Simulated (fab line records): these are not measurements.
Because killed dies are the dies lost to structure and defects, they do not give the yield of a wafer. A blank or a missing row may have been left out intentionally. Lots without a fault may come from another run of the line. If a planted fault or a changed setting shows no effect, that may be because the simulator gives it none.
Which tool was responsible?    flow n5_finfet    7 lots with 21 wafers sampled at 4 steps, on a route of 1938 steps

## WHAT THE GAUGES SHOWED, per wafer
N5_BEOL_M0_SAQP_CD_MEAS_25: the cd target is 13.1 nm.
lot   measured      on         cd_nm (nm)
L717  day 6 00:05   cd_sem-03  12.86 12.85 12.94
L722  day 7 02:50   cd_sem-02  12.62 12.95 12.90
L723  day 7 14:59   cd_sem-03  - - -
L736  day 10 21:30  cd_sem-02  12.62 12.62 12.57
L732  day 10 21:55  cd_sem-02  12.91 13.05 13.02
L735  day 10 23:00  cd_sem-03  12.88 12.98 12.52
L739  day 11 16:55  cd_sem-02  13.07 12.91 12.94

## WHAT TOOL EACH LOT RAN ON (gives the tool, then ch and the chambers of the sampled wafers, and finally the start)
lot   N5_BEOL_M0_SAQP_PECVD_03         N5_BEOL_M0_SAQP_SPACER1_ETCHBACK_99  N5_BEOL_M0_SAQP_MANDREL1_REMOVE_100
L717  pecvd-04 ch 0,2, day 5 20:53     rie_diel-05 ch 0,1, day 5 23:53      rie_si-03 ch 1,3, day 5 23:59
L722  pecvd-04 ch 0,2, day 7 00:07     rie_diel-05 ch 0,1,3, day 7 02:38    rie_si-03 ch 0,2,3, day 7 02:43
L723  pecvd-01 ch 0,1, day 7 12:38     rie_diel-06 ch 0,2,3, day 7 14:47    rie_si-05 ch 2,3, day 7 14:53
L736  pecvd-04 ch 0,1,2, day 10 17:55  rie_diel-06 ch 0,3, day 10 21:18     rie_si-05 ch 0,1,2, day 10 21:23
L732  pecvd-03 ch 1,2, day 10 18:14    rie_diel-06 ch 0,1,2, day 10 21:44   rie_si-03 ch 1,3, day 10 21:49
L735  pecvd-01 ch 0,1, day 10 18:46    rie_diel-01 ch 1,2,3, day 10 22:49   rie_si-03 ch 0,1, day 10 22:53
L739  pecvd-01 ch 0,2, day 11 14:02    rie_diel-06 ch 1,2,3, day 11 16:44   rie_si-05 ch 0,1,2, day 11 16:49
- N5_BEOL_M0_SAQP_PECVD_03: deposits SiCN from 3MS/NH3, target thk 12 nm, time 21.1 s.
- N5_BEOL_M0_SAQP_SPACER1_ETCHBACK_99: etches SiO2 in CHF3/O2, target depth 15.4 nm, time 7.7 s.
- N5_BEOL_M0_SAQP_MANDREL1_REMOVE_100: chemistry HBr/Cl2/O2, target a-Si, stops on SiNx, bt time 10 s.

## THE ANSWER, worked out from the rows above alone
Rule: the usual values come from the lots themselves. Put in order of their means at a reading, lots are off if they are a third of the lots or fewer, leave a main group of 4 or more, and stand apart from it by a gap of 3 or more times the standard deviation of the main group's means; of several such gaps the widest counts. A main group is skipped when, at the precision printed for the reading in the tables above, its means are all equal. Also off: a lot with no number at a reading for which 4 or more lots have one. Where the step has rows for the other lots, those lots are counted as sound.
Off: L723, at N5_BEOL_M0_SAQP_CD_MEAS_25 (cd_nm). Without a number there: L723. The main group: mean 12.84 nm, standard deviation 0.13.
A tool fits if, at a process step before that reading, it ran every lot that is off, and no sound lot after the first of them. Those tools and the gauges at N5_BEOL_M0_SAQP_CD_MEAS_25 are tried in the same way. None of those tried fits.

## WHAT THE SIMULATOR PUT IN
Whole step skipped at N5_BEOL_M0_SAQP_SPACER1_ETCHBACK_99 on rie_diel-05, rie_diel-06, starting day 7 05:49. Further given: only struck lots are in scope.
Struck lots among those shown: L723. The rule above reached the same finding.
